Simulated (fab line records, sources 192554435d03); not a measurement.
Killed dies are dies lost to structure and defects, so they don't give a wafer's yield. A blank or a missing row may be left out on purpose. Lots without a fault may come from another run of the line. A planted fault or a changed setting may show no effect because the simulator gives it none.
Which tool did it? | flow n5_finfet | 22 lots, 66 wafers sampled, at 6 steps of a route of 1938

WHAT THE GAUGES READ, wafer by wafer
The record holds no reading of a measuring or inspecting step that can be judged against a usual standard deviation.

WHICH TOOL RAN EACH LOT (tool, then ch and the chambers of the sampled wafers, then the start)
lot  | N5_HKMG_FIN_ETCH_35               | N5_HKMG_FIN_STRIP_88                | N5_GATE_CUT_ETCH_58                | N5_GATE_CUT_PECVD_57            | N5_GATE_CUT_HM_OPEN_40             | N5_GATE_CUT_VAPOR_ETCH_51
L074 | rie_diel-01 ch 2,3, day 4 04:20   | plasma_asher-01 ch 0,1, day 4 05:50 | rie_diel-06 ch 0,2,3, day 4 09:02  | pecvd-02 ch 0,1, day 4 11:39    | rie_diel-05 ch 0,1, day 4 12:50    | rie_metal-02 ch 0,1, day 4 13:19
L075 | rie_diel-02 ch 1,2,3, day 4 09:41 | plasma_asher-02 ch 0,1, day 4 10:58 | rie_diel-03 ch 0,2, day 4 14:15    | pecvd-04 ch 0,2, day 4 17:10    | rie_diel-06 ch 1,2,3, day 4 18:19  | rie_metal-02 ch 1, day 4 18:47
L076 | rie_diel-04 ch 0,3, day 4 16:04   | plasma_asher-02 ch 0,1, day 4 17:28 | rie_diel-05 ch 0,1,2, day 4 20:29  | pecvd-02 ch 0,1, day 4 23:26    | rie_diel-05 ch 0,1, day 5 00:35    | rie_metal-02 ch 0,1, day 5 01:04
L077 | rie_diel-01 ch 1,2,3, day 5 00:28 | plasma_asher-01 ch 0,1, day 5 01:47 | rie_diel-05 ch 1,2, day 5 05:08    | pecvd-04 ch 0,1,2, day 5 07:39  | rie_diel-05 ch 0,1, day 5 08:40    | rie_metal-01 ch 0,1, day 5 09:08
L078 | rie_diel-02 ch 0,2,3, day 5 03:29 | plasma_asher-02 ch 0,1, day 5 05:14 | rie_diel-05 ch 0,2, day 5 08:15    | pecvd-04 ch 0,2, day 5 10:46    | rie_diel-05 ch 1,2, day 5 11:59    | rie_metal-02 ch 0,1, day 5 12:28
L079 | rie_diel-02 ch 0,1,2, day 5 14:18 | plasma_asher-02 ch 0, day 5 15:40   | rie_diel-06 ch 1,2, day 5 19:09    | pecvd-03 ch 0,1,2, day 5 21:40  | rie_diel-06 ch 0,1,3, day 5 23:02  | rie_metal-03 ch 1, day 5 23:46
L080 | rie_diel-01 ch 0,2,3, day 5 15:13 | plasma_asher-02 ch 0,1, day 5 16:29 | rie_diel-05 ch 0,2,3, day 5 20:05  | pecvd-03 ch 0,1,2, day 5 23:57  | rie_diel-03 ch 0,1,3, day 6 04:42  | rie_metal-01 ch 0,1, day 6 05:10
L081 | rie_diel-02 ch 0,1, day 5 23:55   | plasma_asher-01 ch 0, day 6 01:20   | rie_diel-05 ch 0,1, day 6 04:53    | pecvd-03 ch 0,1, day 6 07:23    | rie_diel-06 ch 0,1,3, day 6 08:41  | rie_metal-02 ch 0,1, day 6 09:09
L082 | rie_diel-01 ch 0,2, day 6 05:37   | plasma_asher-02 ch 0,1, day 6 07:19 | rie_diel-06 ch 1,2,3, day 6 10:22  | pecvd-04 ch 0,1,2, day 6 12:54  | rie_diel-05 ch 0,1,2, day 6 14:04  | rie_metal-01 ch 0,1, day 6 14:32
L083 | rie_diel-02 ch 1,2, day 6 11:49   | plasma_asher-01 ch 0,1, day 6 13:12 | rie_diel-03 ch 0,1,3, day 6 16:25  | pecvd-02 ch 0,1, day 6 18:55    | rie_diel-06 ch 0,1, day 6 20:07    | rie_metal-01 ch 0,1, day 6 20:36
L084 | rie_diel-01 ch 0,1,2, day 6 20:45 | plasma_asher-01 ch 0,1, day 6 22:02 | rie_diel-03 ch 1,2,3, day 7 01:20  | pecvd-03 ch 0,1, day 7 04:15    | rie_diel-05 ch 1,3, day 7 05:20    | rie_metal-02 ch 0,1, day 7 05:48
L085 | rie_diel-04 ch 1,2,3, day 6 21:19 | plasma_asher-02 ch 0,1, day 6 22:34 | rie_diel-03 ch 0,1,2, day 7 01:46  | pecvd-02 ch 0,1,2, day 7 04:24  | rie_diel-03 ch 0,2,3, day 7 05:41  | rie_metal-02 ch 0,1, day 7 06:09
L086 | rie_diel-01 ch 0,1,2, day 7 04:22 | plasma_asher-01 ch 0,1, day 7 05:53 | rie_diel-03 ch 0,1,3, day 7 09:10  | pecvd-03 ch 0,1,2, day 7 11:40  | rie_diel-03 ch 0,2,3, day 7 12:54  | rie_metal-03 ch 0,1, day 7 13:27
L087 | rie_diel-02 ch 2,3, day 7 09:56   | plasma_asher-01 ch 0,1, day 7 11:12 | rie_diel-03 ch 1,2,3, day 7 14:33  | pecvd-04 ch 1,2, day 7 17:16    | rie_diel-03 ch 0,2,3, day 7 18:25  | rie_metal-02 ch 0,1, day 7 18:53
L088 | rie_diel-04 ch 0,1, day 7 18:01   | plasma_asher-02 ch 1, day 7 19:19   | rie_diel-05 ch 1,3, day 7 22:29    | pecvd-04 ch 0,1,2, day 8 01:01  | rie_diel-03 ch 0,2,3, day 8 02:05  | rie_metal-02 ch 0,1, day 8 02:34
L089 | rie_diel-01 ch 2,3, day 7 23:32   | plasma_asher-01 ch 0,1, day 8 00:55 | rie_diel-03 ch 0,2, day 8 03:58    | pecvd-03 ch 0,2, day 8 06:40    | rie_diel-03 ch 0,2,3, day 8 07:54  | rie_metal-01 ch 0,1, day 8 08:23
L090 | rie_diel-01 ch 0,3, day 8 03:38   | plasma_asher-01 ch 0,1, day 8 04:55 | rie_diel-05 ch 1,3, day 8 08:04    | pecvd-03 ch 0,1,2, day 8 10:34  | rie_diel-03 ch 0,1, day 8 11:52    | rie_metal-02 ch 0,1, day 8 12:20
L093 | rie_diel-02 ch 1,3, day 8 21:43   | plasma_asher-02 ch 0,1, day 8 23:07 | rie_diel-05 ch 1,2, day 9 02:19    | pecvd-03 ch 0,1,2, day 9 04:50  | rie_diel-06 ch 2,3, day 9 06:07    | rie_metal-01 ch 0,1, day 9 06:35
L094 | rie_diel-02 ch 0,1, day 9 04:12   | plasma_asher-01 ch 0,1, day 9 05:40 | rie_diel-05 ch 1,2, day 9 08:44    | pecvd-02 ch 1,2, day 9 11:28    | rie_diel-03 ch 0,1,3, day 9 12:38  | rie_metal-02 ch 0,1, day 9 13:07
L095 | rie_diel-01 ch 0,3, day 9 12:12   | plasma_asher-02 ch 0,1, day 9 13:29 | rie_diel-05 ch 0,2, day 9 16:46    | pecvd-04 ch 0,1,2, day 9 19:19  | rie_diel-05 ch 0,1,2, day 9 20:28  | rie_metal-01 ch 1, day 9 20:56
L096 | rie_diel-02 ch 0,1, day 9 17:19   | plasma_asher-01 ch 0,1, day 9 18:35 | rie_diel-03 ch 0,1,2, day 9 21:44  | pecvd-04 ch 0,1,2, day 10 00:21 | rie_diel-06 ch 0,1,2, day 10 01:42 | rie_metal-01 ch 1, day 10 02:10
L097 | rie_diel-04 ch 0,1, day 9 22:26   | plasma_asher-02 ch 0,1, day 9 23:43 | rie_diel-03 ch 0,2,3, day 10 02:52 | pecvd-03 ch 0,1, day 10 05:33   | rie_diel-03 ch 0,3, day 10 06:44   | rie_metal-03 ch 0,1, day 10 07:13
- N5_HKMG_FIN_ETCH_35: etches SOC in N2/H2, target depth 215.8 nm, time 243.4 s.
- N5_HKMG_FIN_STRIP_88: strips in N2/H2, time 360 s.
- N5_GATE_CUT_ETCH_58: etches SiNx in CH3F/O2, target depth 17 nm, time 128.6 s.
- N5_GATE_CUT_PECVD_57: deposits SiNx from SiH4/NH3/N2, target thk 21 nm.
- N5_GATE_CUT_HM_OPEN_40: chemistry C4F6/O2, target SiO2, target depth 139 nm, time 85.1 s.
- N5_GATE_CUT_VAPOR_ETCH_51: etches HfO2 in BCl3/Cl2.

WHAT THE TOOLS THEMSELVES READ (means of the sampled wafers that have a number; where no wafer has one, the mark that the record gives instead)
N5_HKMG_FIN_ETCH_35. Usual: drypump_motor_current_A 5.8 A, standard deviation 0.42; n2_flow_sccm 200.0 sccm, standard deviation 0.61; oes_product_au 0.81 a.u., standard deviation 0.069; rf_vpp_V 141.5 V, standard deviation 1; showerhead_plenum_p_Torr 2.51 Torr, standard deviation 0.074; throttle_valve_pct 17.81 %, standard deviation 0.21.
lot  | tool        | drypump_motor_current_A (A) | n2_flow_sccm (sccm) | oes_product_au (a.u.) | rf_vpp_V (V) | showerhead_plenum_p_Torr (Torr) | throttle_valve_pct (%) | flag
L074 | rie_diel-01 | 5.8                         | 200.3               | 0.81                  | 141.5        | 2.54                            | 17.82                  |
L075 | rie_diel-02 | 5.9                         | 199.3               | 0.85                  | 141.6        | 2.54                            | 17.77                  |
L076 | rie_diel-04 | 5.7                         | 200.6               | 0.90                  | 142.1        | 2.54                            | 17.59                  |
L077 | rie_diel-01 | 5.6                         | 199.9               | 0.77                  | 141.9        | 2.48                            | 17.87                  |
L078 | rie_diel-02 | 5.6                         | 199.9               | 0.82                  | 142.1        | 2.58                            | 17.86                  |
L079 | rie_diel-02 | 5.7                         | 200.1               | 0.81                  | 140.9        | 2.50                            | 17.95                  |
L080 | rie_diel-01 | 6.0                         | 199.5               | 0.82                  | 142.1        | 2.50                            | 17.74                  |
L081 | rie_diel-02 | 5.8                         | 200.3               | 0.75                  | 140.6        | 2.46                            | 17.81                  |
L082 | rie_diel-01 | 6.1                         | 199.4               | 0.85                  | 142.2        | 2.50                            | 17.75                  |
L083 | rie_diel-02 | 6.0                         | 200.0               | 0.82                  | 140.5        | 2.45                            | 17.89                  |
L084 | rie_diel-01 | 5.7                         | 200.2               | 0.78                  | 142.3        | 2.48                            | 17.88                  |
L085 | rie_diel-04 | 5.2                         | 200.5               | 0.84                  | 141.8        | 2.54                            | 17.73                  |
L086 | rie_diel-01 | 5.7                         | 199.8               | 0.77                  | 141.6        | 2.47                            | 17.88                  |
L087 | rie_diel-02 | 5.8                         | 200.4               | 0.81                  | 142.2        | 2.61                            | 17.75                  |
L088 | rie_diel-04 | 5.9                         | 200.4               | 0.84                  | 141.4        | 2.47                            | 17.80                  |
L089 | rie_diel-01 | 5.8                         | 200.3               | 0.77                  | 141.7        | 2.53                            | 17.88                  |
L090 | rie_diel-01 | 6.2                         | 200.5               | 0.82                  | 140.8        | 2.46                            | 17.70                  |
L093 | rie_diel-02 | 6.0                         | 199.7               | 0.75                  | 141.1        | 2.50                            | 17.70                  |
L094 | rie_diel-02 | 5.5                         | 200.1               | 0.71                  | 140.9        | 2.49                            | 17.94                  |
L095 | rie_diel-01 | 6.2                         | 199.7               | 0.81                  | 141.2        | 2.45                            | 17.74                  |
L096 | rie_diel-02 | 5.5                         | 199.2               | 0.71                  | 141.0        | 2.49                            | 17.96                  |
L097 | rie_diel-04 | 5.6                         | 201.3               | 0.78                  | 141.6        | 2.46                            | 17.98                  |

N5_HKMG_FIN_STRIP_88. Usual: drypump_motor_current_A 5.4 A, standard deviation 0.55; heater_power_w 493 W, standard deviation 43; n2_flow_sccm 1750 sccm, standard deviation 4.9.
lot  | tool            | drypump_motor_current_A (A) | heater_power_w (W) | n2_flow_sccm (sccm) | flag
L074 | plasma_asher-01 | 5.1                         | 460                | 1752                |
L075 | plasma_asher-02 | 5.4                         | 540                | 1753                |
L076 | plasma_asher-02 | 5.6                         | 526                | 1745                |
L077 | plasma_asher-01 | 5.6                         | 451                | 1748                |
L078 | plasma_asher-02 | 5.6                         | 516                | 1749                |
L079 | plasma_asher-02 | 5.1                         | 550                | 1753                |
L080 | plasma_asher-02 | 5.6                         | 520                | 1751                |
L081 | plasma_asher-01 | 6.0                         | 447                | 1750                |
L082 | plasma_asher-02 | 5.4                         | 539                | 1753                |
L083 | plasma_asher-01 | 5.1                         | 460                | 1749                |
L084 | plasma_asher-01 | 5.6                         | 448                | 1757                |
L085 | plasma_asher-02 | 5.6                         | 523                | 1751                |
L086 | plasma_asher-01 | 5.1                         | 458                | 1745                |
L087 | plasma_asher-01 | 5.1                         | 460                | 1750                |
L088 | plasma_asher-02 | 5.9                         | 502                | 1749                |
L089 | plasma_asher-01 | 5.1                         | 462                | 1748                |
L090 | plasma_asher-01 | 5.1                         | 467                | 1747                |
L093 | plasma_asher-02 | 5.4                         | 530                | 1748                |
L094 | plasma_asher-01 | 5.6                         | 454                | 1753                |
L095 | plasma_asher-02 | 5.6                         | 519                | 1751                |
L096 | plasma_asher-01 | 5.1                         | 459                | 1751                |
L097 | plasma_asher-02 | 5.6                         | 520                | 1752                |

N5_GATE_CUT_ETCH_58. Usual: drypump_motor_current_A 5.79 A, standard deviation 0.26; oes_product_au 0.79 a.u., standard deviation 0.096; rf_vpp_V 99.2 V, standard deviation 0.9; showerhead_plenum_p_Torr 2.02 Torr, standard deviation 0.071; throttle_valve_pct 16.28 %, standard deviation 0.27.
lot  | tool        | drypump_motor_current_A (A) | oes_product_au (a.u.) | rf_vpp_V (V) | showerhead_plenum_p_Torr (Torr) | throttle_valve_pct (%) | flag
L074 | rie_diel-06 | 5.93                        | 0.81                  | 98.4         | 1.99                            | 16.24                  |
L075 | rie_diel-03 | 5.66                        | 0.96                  | 99.5         | 2.11                            | 15.96                  |
L076 | rie_diel-05 | 5.87                        | 0.71                  | 99.9         | 2.02                            | 16.45                  |
L077 | rie_diel-05 | 5.94                        | 0.72                  | 98.8         | 2.02                            | 16.60                  |
L078 | rie_diel-05 | 5.76                        | 0.69                  | 98.8         | 2.00                            | 16.34                  |
L079 | rie_diel-06 | 5.56                        | 0.78                  | 99.9         | 2.05                            | 16.33                  |
L080 | rie_diel-05 | 5.76                        | 0.79                  | 99.6         | 2.00                            | 16.31                  |
L081 | rie_diel-05 | 5.81                        | 0.70                  | 99.0         | 2.07                            | 16.50                  |
L082 | rie_diel-06 | 5.70                        | 0.80                  | 99.4         | 2.01                            | 16.20                  |
L083 | rie_diel-03 | 5.79                        | 0.83                  | 99.5         | 2.02                            | 16.15                  |
L084 | rie_diel-03 | 5.84                        | 0.81                  | 99.2         | 2.05                            | 16.13                  |
L085 | rie_diel-03 | 5.89                        | 0.86                  | 99.0         | 2.09                            | 16.02                  |
L086 | rie_diel-03 | 5.79                        | 0.82                  | 99.8         | 2.02                            | 16.16                  |
L087 | rie_diel-03 | 5.83                        | 0.81                  | 98.8         | 2.05                            | 16.13                  |
L088 | rie_diel-05 | 5.83                        | 0.77                  | 100.4        | 2.06                            | 16.49                  |
L089 | rie_diel-03 | 5.68                        | 0.90                  | 100.2        | 2.10                            | 16.02                  |
L090 | rie_diel-05 | 5.71                        | 0.84                  | 99.7         | 2.04                            | 16.33                  |
L093 | rie_diel-05 | 6.00                        | 0.70                  | 98.9         | 1.96                            | 16.64                  |
L094 | rie_diel-05 | 5.96                        | 0.69                  | 99.1         | 2.01                            | 16.67                  |
L095 | rie_diel-05 | 5.88                        | 0.78                  | 99.3         | 1.95                            | 16.36                  |
L096 | rie_diel-03 | 5.88                        | 0.82                  | 100.2        | 2.08                            | 16.05                  |
L097 | rie_diel-03 | 5.60                        | 0.84                  | 98.7         | 2.03                            | 16.19                  |

N5_GATE_CUT_PECVD_57. Usual: heater_power_w 763 W, standard deviation 88; showerhead_plenum_p_Torr 5.15 Torr, standard deviation 0.087; throttle_valve_pct 39.0 %, standard deviation 2.3.
lot  | tool     | heater_power_w (W) | showerhead_plenum_p_Torr (Torr) | throttle_valve_pct (%) | flag
L074 | pecvd-02 | 607                | 5.06                            | 40.2                   |
L075 | pecvd-04 | 779                | 5.23                            | 37.0                   |
L076 | pecvd-02 | 659                | 5.09                            | 41.2                   |
L077 | pecvd-04 | 808                | 5.21                            | 38.5                   |
L078 | pecvd-04 | 733                | 5.24                            | 37.0                   |
L079 | pecvd-03 | 798                | 5.13                            | 40.1                   |
L080 | pecvd-03 | 795                | 5.12                            | 40.0                   |
L081 | pecvd-03 | 736                | 5.06                            | 38.7                   |
L082 | pecvd-04 | 803                | 5.21                            | 38.4                   |
L083 | pecvd-02 | 596                | 5.06                            | 40.5                   |
L084 | pecvd-03 | 789                | 5.07                            | 38.6                   |
L085 | pecvd-02 | 668                | 5.11                            | 38.9                   |
L086 | pecvd-03 | 797                | 5.12                            | 39.8                   |
L087 | pecvd-04 | 806                | 5.19                            | 39.6                   |
L088 | pecvd-04 | 796                | 5.21                            | 38.4                   |
L089 | pecvd-03 | 741                | 5.19                            | 39.7                   |
L090 | pecvd-03 | 792                | 5.13                            | 40.0                   |
L093 | pecvd-03 | 795                | 5.12                            | 40.1                   |
L094 | pecvd-02 | 670                | 5.10                            | 38.2                   |
L095 | pecvd-04 | 812                | 5.20                            | 38.4                   |
L096 | pecvd-04 | 785                | 5.21                            | 38.5                   |
L097 | pecvd-03 | 829                | 5.14                            | 38.6                   |

N5_GATE_CUT_HM_OPEN_40. Usual: drypump_motor_current_A 5.80 A, standard deviation 0.27; etch_rf_on_time_s 93.0 s, standard deviation 2; oes_f_703_au 0.78 a.u., standard deviation 0.092; oes_product_au 0.71 a.u., standard deviation 0.077; rf_vpp_V 668 V, standard deviation 9.9; showerhead_plenum_p_Torr 2.88 Torr, standard deviation 0.094; throttle_valve_pct 20.89 %, standard deviation 0.26.
lot  | tool        | drypump_motor_current_A (A) | etch_rf_on_time_s (s) | oes_f_703_au (a.u.) | oes_product_au (a.u.) | rf_vpp_V (V) | showerhead_plenum_p_Torr (Torr) | throttle_valve_pct (%) | flag
L074 | rie_diel-05 | 5.73                        | 91.8                  | 0.67                | 0.63                  | 679          | 2.94                            | 20.92                  |
L075 | rie_diel-06 | 5.70                        | 90.8                  | 0.84                | 0.74                  | 666          | 2.86                            | 20.77                  |
L076 | rie_diel-05 | 5.83                        | 93.8                  | 0.69                | 0.64                  | 675          | 2.95                            | 21.09                  |
L077 | rie_diel-05 | 5.84                        | 92.5                  | 0.69                | 0.64                  | 674          | 2.95                            | 21.11                  |
L078 | rie_diel-05 | 6.02                        | 92.7                  | 0.71                | 0.65                  | 655          | 2.81                            | 21.23                  |
L079 | rie_diel-06 | 5.79                        | 92.5                  | 0.81                | 0.72                  | 659          | 2.86                            | 20.83                  |
L080 | rie_diel-03 | 5.81                        | 93.8                  | 0.82                | 0.75                  | 671          | 2.88                            | 20.76                  |
L081 | rie_diel-06 | 5.79                        | 92.7                  | 0.81                | 0.72                  | 658          | 2.86                            | 20.84                  |
L082 | rie_diel-05 | 5.88                        | 94.4                  | 0.68                | 0.62                  | 668          | 2.87                            | 21.09                  |
L083 | rie_diel-06 | 5.87                        | 92.6                  | 0.74                | 0.67                  | 658          | 2.88                            | 21.07                  |
L084 | rie_diel-05 | 5.81                        | 93.3                  | 0.78                | 0.70                  | 669          | 2.93                            | 21.15                  |
L085 | rie_diel-03 | 5.61                        | 91.7                  | 0.88                | 0.80                  | 672          | 2.90                            | 20.81                  |
L086 | rie_diel-03 | 5.60                        | 91.9                  | 0.87                | 0.79                  | 673          | 2.90                            | 20.80                  |
L087 | rie_diel-03 | 5.60                        | 91.4                  | 0.87                | 0.79                  | 672          | 2.90                            | 20.81                  |
L088 | rie_diel-03 | 5.60                        | 93.0                  | 0.86                | 0.78                  | 672          | 2.90                            | 20.82                  |
L089 | rie_diel-03 | 5.60                        | 92.2                  | 0.86                | 0.78                  | 673          | 2.90                            | 20.81                  |
L090 | rie_diel-03 | 5.86                        | 93.3                  | 0.84                | 0.76                  | 673          | 2.92                            | 20.69                  |
L093 | rie_diel-06 | 5.83                        | 92.2                  | 0.79                | 0.71                  | 671          | 2.81                            | 20.87                  |
L094 | rie_diel-03 | 5.80                        | 93.7                  | 0.79                | 0.72                  | 671          | 2.87                            | 20.81                  |
L095 | rie_diel-05 | 5.87                        | 93.5                  | 0.75                | 0.69                  | 668          | 2.85                            | 21.00                  |
L096 | rie_diel-06 | 5.78                        | 93.5                  | 0.74                | 0.67                  | 666          | 2.86                            | 21.05                  |
L097 | rie_diel-03 | 5.51                        | 93.6                  | 0.82                | 0.74                  | 674          | 2.80                            | 20.95                  |

N5_GATE_CUT_VAPOR_ETCH_51. Usual: drypump_motor_current_A 5.9 A, standard deviation 0.31; oes_product_au 0.73 a.u., standard deviation 0.12.
lot  | tool         | drypump_motor_current_A (A) | oes_product_au (a.u.) | flag
L074 | rie_metal-02 | 6.0                         | 0.62                  |
L075 | rie_metal-02 | 5.9                         | 0.64                  |
L076 | rie_metal-02 | 6.1                         | 0.62                  |
L077 | rie_metal-01 | 6.1                         | 0.80                  |
L078 | rie_metal-02 | 6.1                         | 0.62                  |
L079 | rie_metal-03 | 5.4                         | 0.88                  |
L080 | rie_metal-01 | 5.9                         | 0.80                  |
L081 | rie_metal-02 | 6.0                         | 0.62                  |
L082 | rie_metal-01 | 6.1                         | 0.80                  |
L083 | rie_metal-01 | 5.9                         | 0.80                  |
L084 | rie_metal-02 | 6.1                         | 0.60                  |
L085 | rie_metal-02 | 6.0                         | 0.62                  |
L086 | rie_metal-03 | 5.4                         | 0.87                  |
L087 | rie_metal-02 | 6.0                         | 0.62                  |
L088 | rie_metal-02 | 6.1                         | 0.61                  |
L089 | rie_metal-01 | 6.1                         | 0.78                  |
L090 | rie_metal-02 | 6.1                         | 0.60                  |
L093 | rie_metal-01 | 5.9                         | 0.78                  |
L094 | rie_metal-02 | 6.0                         | 0.75                  |
L095 | rie_metal-01 | 5.7                         | 0.78                  |
L096 | rie_metal-01 | 5.7                         | 0.77                  |
L097 | rie_metal-03 | 5.4                         | 0.84                  |

THE ANSWER, worked out from the rows above alone
Rule: a lot is off if the mean of its wafers that have a number lies more than 3 standard deviations from the usual mean. A lot without any number at a reading at which 4 lots or more have one is off too. The other lots that the step has rows for count as sound. The gauges are gone through in route order, then the tools' own readings, and for those a lot's mean is taken as printed above. The first step at which some lot is off is used, and at that step the reading that is off furthest; a lot without a number counts as furthest.
No lot is off at any reading shown: from this, nothing can be told.

WHAT THE SIMULATOR HAD PUT IN
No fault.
